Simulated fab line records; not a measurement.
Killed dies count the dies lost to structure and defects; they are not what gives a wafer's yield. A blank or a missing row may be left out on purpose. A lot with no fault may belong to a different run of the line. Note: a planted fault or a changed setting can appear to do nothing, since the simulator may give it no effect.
Which of the tools did it? | flow nandHarc | 14 lots with 42 wafers sampled at 5 steps, on a route of 1302 steps

WHAT EACH GAUGE READ, for each wafer
NHARC_HYBRID_BOND_OVL_MEAS_05. Usual: overlayXNm 2 nm, standard deviation 35; overlayYNm -3 nm, standard deviation 32.
lot  | measured     | on         | overlayXNm (nm) | overlayYNm (nm) | flag
L613 | day 24 02:45 | overlay-02 | -15 -37 -13     | -16 -18 -15     | 
L614 | day 24 02:45 | overlay-01 | -46 52 -16      | 35 -17 -21      | 
L615 | day 24 14:07 | overlay-02 | -17 -8 7        | -27 23 -7       | 
L617 | day 24 21:16 | overlay-01 | -31 -4 21       | 9 -22 10        | 
L621 | day 26 20:01 | overlay-01 | -66 26 33       | -5 -33 -31      | 
L622 | day 27 06:52 | overlay-02 | -22 -26 45      | -17 -40 -47     | 
L623 | day 27 06:53 | overlay-01 | -30 -6 7        | -21 -30 4       | 
L624 | day 28 09:09 | overlay-01 | -23 1 17        | 4 33 43         | 
L626 | day 29 09:37 | overlay-01 | 34 25 7         | 8 13 25         | 
L627 | day 29 13:55 | overlay-01 | -24 -13 -86     | 24 -62 -3       | 
L629 | day 30 18:52 | overlay-02 | 2 27 -31        | 8 33 1          | 
L630 | day 30 18:52 | overlay-01 | -47 57 -2       | 0 6 -59         | 
L632 | day 31 02:38 | overlay-02 | -49 60 18       | -38 -7 -2       | 
L635 | day 32 10:33 | overlay-02 | 14 -16 9        | -54 -24 -6      | 

NHARC_END_SORT_01. Usual: killedAtArray 56, standard deviation 19; killedAtOther 1.0, standard deviation 1.3; killedAtPeriphery 3.8, standard deviation 2.2; killedDies 61, standard deviation 19; killedOpen 3.1, standard deviation 1.9; killedShort 2.3, standard deviation 1.5.
lot  | measured     | on        | killedAtArray | killedAtOther | killedAtPeriphery | killedDies  | killedOpen | killedShort | flag
L621 | day 27 15:47 | prober-01 | 469 472 483   | 2 1 2         | 7 3 4             | 478 476 489 | 5 2 1      | 2 2 0       | OFF
L623 | day 28 01:10 | prober-01 | 495 469 477   | 1 2 0         | 3 2 1             | 499 473 478 | 3 1 1      | 0 1 1       | OFF
L626 | day 30 05:26 | prober-02 | 79 67         | 6 4           | 5 1               | 90 72       | 1 6        | 5 2         | OFF

EACH LOT AND THE TOOL THAT RAN IT (in order: tool; ch and the chambers of the sampled wafers; start)
lot  | NHARC_A_M0_ECD_22             | NHARC_THIN_TSV_DEP_43           | NHARC_THIN_TSV_STRIP_62
L613 | ecdCu-01 ch 0,1, day 23 06:26 | pecvd-01 ch 0,1,2, day 24 04:40 | plasmaAsher-01 ch 1, day 24 08:08
L614 | ecdCu-01 ch 0,1, day 23 08:16 | pecvd-04 ch 1,2, day 24 05:56   | plasmaAsher-02 ch 0,1, day 24 09:32
L615 | ecdCu-01 ch 0,1, day 23 18:28 | pecvd-03 ch 0,1, day 24 16:02   | plasmaAsher-02 ch 0,1, day 24 19:46
L617 | ecdCu-01 ch 0,1, day 24 01:47 | pecvd-03 ch 0,1, day 24 23:19   | plasmaAsher-01 ch 0,1, day 25 02:47
L621 | ecdCu-01 ch 0,1, day 26 00:07 | pecvd-01 ch 1,2, day 26 21:55   | plasmaAsher-01 ch 0,1, day 27 01:25
L622 | ecdCu-02 ch 0,1, day 26 09:05 | pecvd-01 ch 0,1,2, day 27 08:47 | plasmaAsher-01 ch 0,1, day 27 12:10
L623 | ecdCu-01 ch 0,1, day 26 12:16 | pecvd-03 ch 0,1,2, day 27 09:58 | plasmaAsher-02 ch 0, day 27 13:28
L624 | ecdCu-02 ch 0,1, day 27 10:47 | pecvd-04 ch 0,1,2, day 28 11:12 | plasmaAsher-02 ch 0,1, day 28 14:56
L626 | ecdCu-02 ch 1, day 28 12:04   | pecvd-04 ch 0,1, day 29 11:35   | plasmaAsher-02 ch 0,1, day 29 15:16
L627 | ecdCu-02 ch 0,1, day 28 18:22 | pecvd-01 ch 0,1,2, day 29 15:52 | plasmaAsher-01 ch 0,1, day 29 19:25
L629 | ecdCu-02 ch 0,1, day 29 23:21 | pecvd-03 ch 0,2, day 30 22:02   | plasmaAsher-01 ch 0, day 31 01:34
L630 | ecdCu-02 ch 1, day 30 00:14   | pecvd-04 ch 1,2, day 30 20:50   | plasmaAsher-02 ch 0,1, day 31 00:20
L632 | ecdCu-02 ch 0,1, day 30 08:25 | pecvd-04 ch 0,1, day 31 05:44   | plasmaAsher-02 ch 0,1, day 31 09:12
L635 | ecdCu-02 ch 0, day 31 13:43   | pecvd-04 ch 0,1, day 32 12:32   | plasmaAsher-02 ch 0,1, day 32 15:47
- NHARC_A_M0_ECD_22: material Cu, target thk 400 nm.
- NHARC_THIN_TSV_DEP_43: deposits SiO2, target thk 1328.5 nm.
- NHARC_THIN_TSV_STRIP_62: strips in N2/H2, time 20 s.

WHAT THE TOOLS THEMSELVES READ (means of the sampled wafers that have a number; where no wafer has one, the mark that the record gives instead)
NHARC_THIN_TSV_DEP_43. Usual: mfcPrecursorSccm 161.4 sccm, standard deviation 0.45; throttleValvePct 15.9 %, standard deviation 0.51.
lot  | tool     | mfcPrecursorSccm (sccm) | throttleValvePct (%) | flag
L613 | pecvd-01 | 161.4                   | 15.9                 | 
L614 | pecvd-04 | 161.6                   | 15.8                 | 
L615 | pecvd-03 | 161.1                   | 16.2                 | 
L617 | pecvd-03 | 161.2                   | 15.9                 | 
L621 | pecvd-01 | 161.1                   | 16.2                 | 
L622 | pecvd-01 | 160.9                   | 16.1                 | 
L623 | pecvd-03 | 161.4                   | 15.9                 | 
L624 | pecvd-04 | 161.6                   | 15.7                 | 
L626 | pecvd-04 | 161.5                   | 15.4                 | 
L627 | pecvd-01 | 161.4                   | 16.0                 | 
L629 | pecvd-03 | 161.7                   | 16.4                 | 
L630 | pecvd-04 | 161.3                   | 16.2                 | 
L632 | pecvd-04 | 161.1                   | 15.5                 | 
L635 | pecvd-04 | 161.0                   | 15.5                 | 

NHARC_THIN_TSV_STRIP_62. Usual: drypumpMotorCurrentA 5.9 A, standard deviation 0.43; heaterPowerW 309 W, standard deviation 18.
lot  | tool           | drypumpMotorCurrentA (A) | heaterPowerW (W) | flag
L613 | plasmaAsher-01 | 5.5                      | 296              | 
L614 | plasmaAsher-02 | 6.2                      | 306              | 
L615 | plasmaAsher-02 | 6.3                      | 318              | 
L617 | plasmaAsher-01 | 5.4                      | 317              | 
L621 | plasmaAsher-01 | 5.5                      | 308              | 
L622 | plasmaAsher-01 | 5.5                      | 307              | 
L623 | plasmaAsher-02 | 6.0                      | 285              | 
L624 | plasmaAsher-02 | 6.2                      | 297              | 
L626 | plasmaAsher-02 | 6.3                      | 316              | 
L627 | plasmaAsher-01 | 5.4                      | 318              | 
L629 | plasmaAsher-01 | 5.4                      | 314              | 
L630 | plasmaAsher-02 | 6.3                      | 316              | 
L632 | plasmaAsher-02 | 6.3                      | 310              | 
L635 | plasmaAsher-02 | 6.3                      | 315              | 

THE ANSWER, worked out from the rows above alone
Rule: take the mean of a lot's wafers that have a number; if it is more than 3 standard deviations from the usual mean, the lot is off. Also off: a lot with no number at a reading for which 4 or more lots have one. Where the step has rows for the other lots, those lots are counted as sound. Order of review: gauges by route order, followed by the tools' own readings, for which a lot's mean as printed above is used. The first step at which some lot is off is used, and at that step the reading that is off furthest; a lot without a number counts as furthest.
Off at NHARC_END_SORT_01 (killedAtArray): L621, L623. Neither off nor sound, because the step has no rows for them: L613, L614, L615, L617, L622, L624, L627, L629, L630, L632, L635.
A tool fits if, at a process step before that reading, it ran every lot that is off, and no sound lot after the first of them. Gauges at NHARC_END_SORT_01: tried the same way as those tools. 2 tools fit, ecdCu-01 at NHARC_A_M0_ECD_22 and prober-01 at NHARC_END_SORT_01, so this cannot tell which one it is.

WHAT THE SIMULATOR PUT IN
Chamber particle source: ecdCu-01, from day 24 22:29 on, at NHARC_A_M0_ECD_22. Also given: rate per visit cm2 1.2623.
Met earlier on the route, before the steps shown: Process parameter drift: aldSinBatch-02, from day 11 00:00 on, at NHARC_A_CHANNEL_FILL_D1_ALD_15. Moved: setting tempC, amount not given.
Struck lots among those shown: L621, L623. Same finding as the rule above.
